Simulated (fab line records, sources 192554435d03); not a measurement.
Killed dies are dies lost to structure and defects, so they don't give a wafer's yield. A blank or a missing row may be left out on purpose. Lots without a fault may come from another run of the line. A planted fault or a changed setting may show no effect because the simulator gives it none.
Which tool did it? | flow n5_finfet | 8 lots, 24 wafers sampled, at 7 steps of a route of 1938

WHAT THE GAUGES READ, wafer by wafer
N5_GATE_CUT_CD_MEAS_13: target cd 20 nm. Usual: cd_nm 19.97 nm, standard deviation 0.23.
lot  | measured     | on        | cd_nm (nm)        | flag
L698 | day 5 01:07  | cd_sem-01 | 19.68 19.77 19.79 |
L700 | day 5 10:53  | cd_sem-01 | 20.02 20.08 20.22 |
L702 | day 6 01:31  | cd_sem-01 | 19.97 19.96 19.88 |
L708 | day 7 11:05  | cd_sem-02 | 19.90 20.06 19.70 |
L709 | day 7 17:02  | cd_sem-02 | 19.65 19.84 20.07 |
L710 | day 7 22:10  | cd_sem-01 | 19.67 19.81 20.22 |
L714 | day 9 13:04  | cd_sem-02 | 19.96 20.00 19.97 |
L719 | day 10 07:19 | cd_sem-03 | 20.08 19.89 20.22 |

N5_GATE_CUT_THK_MEAS_24. Usual: GC_FILL_THK 219.8 nm, standard deviation 1.9.
lot  | measured     | on            | GC_FILL_THK (nm)  | flag
L698 | day 5 04:52  | film_metro-02 | 215.7 220.2 219.5 |
L700 | day 5 13:38  | film_metro-02 | 236.7 218.2 223.3 | OFF
L702 | day 6 04:16  | film_metro-01 | 236.3 221.6 239.3 | OFF
L708 | day 7 14:05  | film_metro-01 | 215.3 217.5 219.8 |
L709 | day 7 20:03  | film_metro-02 | 219.4 220.2 219.8 |
L710 | day 8 01:17  | film_metro-01 | 220.1 220.4 223.2 |
L714 | day 9 15:53  | film_metro-01 | 219.8 217.7 220.7 |
L719 | day 10 10:04 | film_metro-02 | 218.1 223.0 221.7 |

N5_BEOL_M4_RC_MEAS_101. Usual: DIBL_N 36.2 mV/V, standard deviation 1.6; DIBL_P 36.5 mV/V, standard deviation 1.9; IOFF_N 0.158 nA/um, standard deviation 0.027; IOFF_P 0.21 nA/um, standard deviation 0.038; ION_N 675 uA/um, standard deviation 12; ION_P 464 uA/um, standard deviation 8.9; SS_N 71.5 mV/dec, standard deviation 0.61; SS_P 73.4 mV/dec, standard deviation 0.59; VT_N 250.4 mV, standard deviation 3; VT_P -250 mV, standard deviation 3.6.
lot  | measured     | on        | DIBL_N (mV/V)  | DIBL_P (mV/V)  | IOFF_N (nA/um)    | IOFF_P (nA/um) | ION_N (uA/um) | ION_P (uA/um) | SS_N (mV/dec)  | SS_P (mV/dec)  | VT_N (mV)         | VT_P (mV)      | flag
L698 | day 8 02:20  | prober-01 | 35.1 34.4 34.1 | 35.1 34.7 33.3 | 0.140 0.130 0.114 | 0.18 0.18 0.16 | 670 663 656   | 458 461 449   | 71.4 70.9 71.2 | 73.4 73.1 72.0 | 250.7 255.0 254.7 | -254 -254 -255 |
L700 | day 8 18:03  | prober-02 | 34.7 36.7 35.4 | 34.0 37.3 35.1 | 0.134 0.164 0.147 | 0.16 0.21 0.17 | 658 661 650   | 450 457 446   | 70.6 71.9 71.8 | 72.6 73.3 72.7 | 253.2 253.0 254.2 | -257 -250 -256 |
L702 | day 9 10:29  | prober-01 | 37.8 38.4 39.3 | 37.8 38.4 39.3 | 0.168 0.180 0.192 | 0.21 0.22 0.24 | 684 689 680   | 461 461 463   | 72.0 71.5 71.3 | 73.6 74.4 74.3 | 253.7 249.0 251.1 | -250 -250 -253 |
L708 | day 11 11:46 | prober-02 | 34.4 37.1 36.1 | 33.6 37.9 35.3 | 0.128 0.175 0.154 | 0.15 0.22 0.17 | 658 672 674   | 446 456 456   | 70.3 71.5 71.2 | 72.3 74.1 72.9 | 251.3 248.8 248.4 | -258 -250 -251 |
L709 | day 11 09:55 | prober-02 | 36.5 35.6 36.6 | 35.8 35.8 36.3 | 0.149 0.133 0.158 | 0.23 0.24 0.24 | 669 668 687   | 466 473 477   | 72.0 71.4 71.9 | 73.0 73.2 73.9 | 250.0 252.2 248.9 | -248 -245 -247 |
L710 | day 11 15:15 | prober-01 | 36.2 39.3 38.4 | 37.1 40.7 39.7 | 0.157 0.232 0.198 | 0.25 0.31 0.31 | 685 699 686   | 473 480 474   | 70.6 72.4 71.0 | 73.1 74.5 74.5 | 247.2 243.7 244.2 | -246 -241 -240 |
L714 | day 12 17:14 | prober-01 | 35.9 37.0 38.6 | 35.2 37.2 40.1 | 0.144 0.162 0.212 | 0.20 0.23 0.30 | 699 691 705   | 475 467 488   | 71.7 71.6 72.1 | 73.5 74.1 74.0 | 248.9 248.4 245.7 | -250 -251 -242 |
L719 | day 14 01:01 | prober-01 | 38.4 36.2 36.0 | 38.9 36.3 35.3 | 0.223 0.157 0.158 | 0.30 0.23 0.21 | 690 666 675   | 478 461 461   | 73.0 71.9 71.6 | 74.6 73.7 72.9 | 246.9 252.2 252.8 | -245 -248 -252 |

WHICH TOOL RAN EACH LOT (tool, then ch and the chambers of the sampled wafers, then the start)
lot  | N5_GATE_CUT_HM_DEP_46          | N5_GATE_CUT_ETCH_37               | N5_GATE_CUT_HM_OPEN_40            | N5_GATE_CUT_STRIP_21
L698 | pecvd-04 ch 0,1, day 5 00:47   | rie_diel-06 ch 0,1, day 5 01:19   | rie_diel-06 ch 0,1, day 5 01:24   | plasma_asher-02 ch 0,1, day 5 01:55
L700 | pecvd-04 ch 0,1,2, day 5 10:33 | rie_diel-01 ch 0,1,2, day 5 11:05 | rie_diel-01 ch 0,1,2, day 5 11:10 | plasma_asher-02 ch 0,1, day 5 11:41
L702 | pecvd-04 ch 1,2, day 6 01:11   | rie_diel-01 ch 0,2, day 6 01:43   | rie_diel-01 ch 0,2, day 6 01:48   | plasma_asher-02 ch 0,1, day 6 02:19
L708 | pecvd-01 ch 0,1, day 7 10:44   | rie_diel-03 ch 0,1,3, day 7 11:18 | rie_diel-03 ch 0,1,3, day 7 11:23 | plasma_asher-01 ch 0,1, day 7 12:08
L709 | pecvd-01 ch 0,1,2, day 7 16:42 | rie_diel-06 ch 2,3, day 7 17:14   | rie_diel-06 ch 2,3, day 7 17:19   | plasma_asher-02 ch 0,1, day 7 18:08
L710 | pecvd-02 ch 1,2, day 7 21:40   | rie_diel-06 ch 0,1,3, day 7 22:45 | rie_diel-06 ch 0,1,3, day 7 22:50 | plasma_asher-02 ch 0,1, day 7 23:21
L714 | pecvd-04 ch 0,1, day 9 12:35   | rie_diel-01 ch 0,1,2, day 9 13:17 | rie_diel-01 ch 0,1,2, day 9 13:22 | plasma_asher-01 ch 0,1, day 9 13:57
L719 | pecvd-04 ch 0,1, day 10 06:58  | rie_diel-03 ch 1,3, day 10 07:32  | rie_diel-03 ch 1,3, day 10 07:37  | plasma_asher-01 ch 0, day 10 08:08
- N5_GATE_CUT_HM_DEP_46: deposits SiO2 from TEOS/O2, target thk 130 nm, time 26.6 s.
- N5_GATE_CUT_ETCH_37: etches SOC in N2/H2, target depth 60 nm, overetch 12 nm, time 90 s.
- N5_GATE_CUT_HM_OPEN_40: chemistry C4F6/O2, target SiO2, target depth 139 nm, time 85.1 s.
- N5_GATE_CUT_STRIP_21: strips in N2/H2, time 30 s.

WHAT THE TOOLS THEMSELVES READ (means of the sampled wafers that have a number; where no wafer has one, the mark that the record gives instead)
N5_GATE_CUT_HM_DEP_46. Usual: heater_power_w 551 W, standard deviation 110; rf_fwd_power_W 892 W, standard deviation 3.8; showerhead_plenum_p_Torr 8.34 Torr, standard deviation 0.032; throttle_valve_pct 18.8 %, standard deviation 0.68.
lot  | tool     | heater_power_w (W) | rf_fwd_power_W (W) | showerhead_plenum_p_Torr (Torr) | throttle_valve_pct (%) | flag
L698 | pecvd-04 | 543                | 890                | 8.31                            | 18.9                   |
L700 | pecvd-04 | 505                | 890                | 8.34                            | 18.8                   |
L702 | pecvd-04 | 475                | 891                | 8.34                            | 18.8                   |
L708 | pecvd-01 | 507                | 891                | 8.37                            | 18.3                   |
L709 | pecvd-01 | 562                | 896                | 8.35                            | 18.3                   |
L710 | pecvd-02 | 798                | 888                | 8.35                            | 18.8                   |
L714 | pecvd-04 | 518                | 894                | 8.30                            | 19.0                   |
L719 | pecvd-04 | 490                | 890                | 8.31                            | 19.0                   |

N5_GATE_CUT_ETCH_37. Usual: drypump_motor_current_A 5.6 A, standard deviation 0.57; oes_product_au 0.69 a.u., standard deviation 0.068; rf_fwd_power_W 834 W, standard deviation 3.1; rf_vpp_V 524.1 V, standard deviation 2.2; showerhead_plenum_p_Torr 2.55 Torr, standard deviation 0.073; throttle_valve_pct 17.82 %, standard deviation 0.2.
lot  | tool        | drypump_motor_current_A (A) | oes_product_au (a.u.) | rf_fwd_power_W (W) | rf_vpp_V (V) | showerhead_plenum_p_Torr (Torr) | throttle_valve_pct (%) | flag
L698 | rie_diel-06 | 5.9                         | 0.68                  | 836                | 522.3        | 2.45                            | 17.83                  |
L700 | rie_diel-01 | 5.3                         | 0.70                  | 833                | 524.9        | 2.59                            | 17.85                  |
L702 | rie_diel-01 | 5.5                         | 0.70                  | 830                | 523.4        | 2.55                            | 17.95                  |
L708 | rie_diel-03 | 5.8                         | 0.69                  | 831                | 525.8        | 2.62                            | 17.85                  |
L709 | rie_diel-06 | 5.2                         | 0.78                  | 835                | 524.4        | 2.55                            | 17.48                  |
L710 | rie_diel-06 | 5.7                         | 0.68                  | 835                | 524.2        | 2.52                            | 17.77                  |
L714 | rie_diel-01 | 5.3                         | 0.67                  | 834                | 524.8        | 2.57                            | 17.91                  |
L719 | rie_diel-03 | 5.5                         | 0.68                  | 837                | 525.7        | 2.61                            | 17.93                  |

N5_GATE_CUT_HM_OPEN_40. Usual: drypump_motor_current_A 5.6 A, standard deviation 0.56; etch_rf_on_time_s 93.6 s, standard deviation 2; oes_f_703_au 0.77 a.u., standard deviation 0.071; oes_product_au 0.70 a.u., standard deviation 0.072; rf_fwd_power_W 341.9 W, standard deviation 1.3; rf_vpp_V 663 V, standard deviation 16; showerhead_plenum_p_Torr 2.86 Torr, standard deviation 0.076; throttle_valve_pct 20.94 %, standard deviation 0.23.
lot  | tool        | drypump_motor_current_A (A) | etch_rf_on_time_s (s) | oes_f_703_au (a.u.) | oes_product_au (a.u.) | rf_fwd_power_W (W) | rf_vpp_V (V) | showerhead_plenum_p_Torr (Torr) | throttle_valve_pct (%) | flag
L698 | rie_diel-06 | 5.8                         | 94.2                  | 0.76                | 0.69                  | 342.2              | 660          | 2.77                            | 21.03                  |
L700 | rie_diel-01 | 5.3                         | 96.7                  | 0.79                | 0.70                  | 340.8              | 654          | 2.90                            | 21.04                  |
L702 | rie_diel-01 | 5.5                         | 100.2                 | 0.81                | 0.72                  | 341.3              | 653          | 2.88                            | 21.19                  | OFF
L708 | rie_diel-03 | 5.9                         | 92.7                  | 0.76                | 0.70                  | 341.9              | 667          | 2.91                            | 20.82                  |
L709 | rie_diel-06 | 5.3                         | 92.2                  | 0.85                | 0.80                  | 342.8              | 684          | 2.86                            | 20.59                  |
L710 | rie_diel-06 | 5.7                         | 94.2                  | 0.76                | 0.69                  | 341.4              | 671          | 2.84                            | 20.96                  |
L714 | rie_diel-01 | 5.4                         | 92.9                  | 0.76                | 0.68                  | 341.4              | 654          | 2.89                            | 21.08                  |
L719 | rie_diel-03 | 5.5                         | 93.4                  | 0.76                | 0.68                  | 341.9              | 656          | 2.91                            | 20.97                  |

N5_GATE_CUT_STRIP_21. Usual: drypump_motor_current_A 5.9 A, standard deviation 0.48; heater_power_w 383 W, standard deviation 42.
lot  | tool            | drypump_motor_current_A (A) | heater_power_w (W) | flag
L698 | plasma_asher-02 | 5.9                         | 397                |
L700 | plasma_asher-02 | 5.9                         | 401                |
L702 | plasma_asher-02 | 6.2                         | 410                |
L708 | plasma_asher-01 | 5.8                         | 323                |
L709 | plasma_asher-02 | 5.9                         | 395                |
L710 | plasma_asher-02 | 6.2                         | 411                |
L714 | plasma_asher-01 | 5.4                         | 321                |
L719 | plasma_asher-01 | 6.2                         | 338                |

THE ANSWER, worked out from the rows above alone
Rule: a lot is off if the mean of its wafers that have a number lies more than 3 standard deviations from the usual mean. A lot without any number at a reading at which 4 lots or more have one is off too. The other lots that the step has rows for count as sound. The gauges are gone through in route order, then the tools' own readings, and for those a lot's mean is taken as printed above. The first step at which some lot is off is used, and at that step the reading that is off furthest; a lot without a number counts as furthest.
Off: L700, L702, at N5_GATE_CUT_THK_MEAS_24 (GC_FILL_THK).
A tool fits if, at a process step before that reading, it ran every lot that is off, and no sound lot after the first of them. The gauges at N5_GATE_CUT_THK_MEAS_24 are tried like those tools. None of those tried fits.

WHAT THE SIMULATOR HAD PUT IN
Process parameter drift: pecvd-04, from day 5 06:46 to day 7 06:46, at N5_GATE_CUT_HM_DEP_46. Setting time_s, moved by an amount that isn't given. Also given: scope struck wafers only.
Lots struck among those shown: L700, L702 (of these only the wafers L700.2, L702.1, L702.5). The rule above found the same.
